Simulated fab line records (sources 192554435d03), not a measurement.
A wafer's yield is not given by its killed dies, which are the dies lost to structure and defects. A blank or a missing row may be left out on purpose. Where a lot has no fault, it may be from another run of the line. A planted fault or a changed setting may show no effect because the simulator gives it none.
Lot-split experiment + flow n5Finfet + on a route of 1938 steps: 7 lots, 21 wafers read

== ON THE SPLIT ==
At N5_BEOL_M6_EXPOSE_25 (exposes mask V5, target cd 40 nm), the setting doseMj was moved away from the recipe's 45 on 9 of the 21 wafers read, by -7.0% to +7.2%. The other wafers ran this setting at the recipe's value.

== FROM THE SPLIT TO THE READING: what the file shows between them, 2 steps ==
- N5_BEOL_M6_PEB_26: peb time 60 s
- N5_BEOL_M6_DEVELOP_27: develop time 30 s

== THE READING ==
cdNm, in nm, at N5_BEOL_M6_CD_MEAS_28 (target cd 40 nm). Typical for fault-free wafers on this fab line: 39.99 nm, with standard deviation 0.22 nm.

| wafer  | tool, chamber at the split | doseMj as run | against the recipe | cdNm, nm | against lot-mates on the recipe |
|--------|----------------------------|---------------|--------------------|----------|---------------------------------|
| L074.1 | euvScanner-01, 0           | 45            | recipe             | 40.05    | -                               |
| L074.2 | euvScanner-01, 0           | 43.93         | -2.4%              | 39.38    | -0.67                           |
| L074.4 | euvScanner-01, 0           | 43.93         | -2.4%              | 39.49    | -0.56                           |
| L076.4 | euvScanner-01, 0           | 45            | recipe             | 40.22    | -                               |
| L076.5 | euvScanner-01, 0           | 48.26         | +7.2%              | 41.51    | +1.31                           |
| L076.6 | euvScanner-01, 0           | 45            | recipe             | 40.17    | -                               |
| L078.2 | euvScanner-01, 0           | 45            | recipe             | 40.37    | -                               |
| L078.4 | euvScanner-01, 0           | 45.9          | +2.0%              | 40.32    | +0.15                           |
| L078.6 | euvScanner-01, 0           | 45            | recipe             | 39.98    | -                               |
| L084.2 | euvScanner-01, 0           | 45            | recipe             | 39.70    | -                               |
| L084.5 | euvScanner-01, 0           | 45            | recipe             | 39.60    | -                               |
| L084.6 | euvScanner-01, 0           | 45            | recipe             | 39.74    | -                               |
| L087.1 | euvScanner-02, 0           | 44            | -2.2%              | 39.99    | +0.36                           |
| L087.5 | euvScanner-02, 0           | 45            | recipe             | 39.63    | -                               |
| L087.6 | euvScanner-02, 0           | 44            | -2.2%              | 39.85    | +0.22                           |
| L090.1 | euvScanner-02, 0           | 43.23         | -3.9%              | 39.04    | -0.88                           |
| L090.3 | euvScanner-02, 0           | 43.23         | -3.9%              | 39.38    | -0.54                           |
| L090.6 | euvScanner-02, 0           | 45            | recipe             | 39.92    | -                               |
| L095.2 | euvScanner-02, 0           | 45            | recipe             | 39.87    | -                               |
| L095.4 | euvScanner-02, 0           | 41.83         | -7.0%              | 38.19    | -1.77                           |
| L095.6 | euvScanner-02, 0           | 45            | recipe             | 40.05    | -                               |

FIT RESULTS
A straight line over all 21 wafers: cdNm changes by +0.21 nm for each +1% of doseMj; r = +0.92; the points scatter about the line by 0.25 nm.
The same after taking each lot's own level away (the mean of its wafers on the recipe; 21 wafers): +0.188 nm for each +1%; r = +0.88; scatter 0.28 nm.
According to that fit, moving doseMj by its largest amount changes the reading by 1.4 nm.
Across the lots, their own levels run from 39.630 to 40.195 nm, a range of 2.6 times the standard deviation given above.
Thus the slope moves with the lot-to-lot level: the two fits are different.
Check: for one of the wafers moved furthest among these (+7.2%), held out of the fit, the line's prediction against its lot-mates is +1.45 nm. Against them it came out at +1.31 nm.

== FURTHER SPLITS ON THESE WAFERS ==
These wafers also went through other splits before the reading. Each is held against what the fit with the lots' levels taken away leaves over:
| other split on the same wafers | wafers away from the commonest value | r with cdNm (lot level and that fit taken away) |
|--------------------------------|--------------------------------------|-------------------------------------------------|
| N5_BEOL_M5_COAT_65 spinRpm     | 7                                    | +0.54                                           |
| N5_BEOL_M6_COAT_22 spinRpm     | 7                                    | -0.42                                           |

== THE WHOLE CHAIN: every reading that the file lists as answering this split, in the file's order ==
| step                  | what it does                                                | reading                                                       | change (the file's fit)               | r (the file's) |
|-----------------------|-------------------------------------------------------------|---------------------------------------------------------------|---------------------------------------|----------------|
| N5_BEOL_M6_CD_MEAS_28 | target cd 40 nm                                             | cdNm                                                          | +0.196 nm for each +1% of the setting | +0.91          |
| N5_BEOL_M6_DESCUM_33  | chemistry O2, time 7 s                                      | BEOL_M6.cdNm (the simulator's own value, which no gauge read) | +0.251 nm for each +1% of the setting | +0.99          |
| N5_BEOL_M6_ETCH_72    | etches underlayer in N2/H2, target depth 6.5 nm, time 5.2 s | BEOL_M6.cdNm (the simulator's own value, which no gauge read) | +0.245 nm for each +1% of the setting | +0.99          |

== FILE'S OWN FIT ==
cdNm changes by +0.196 nm for each +1% of doseMj, r = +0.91.
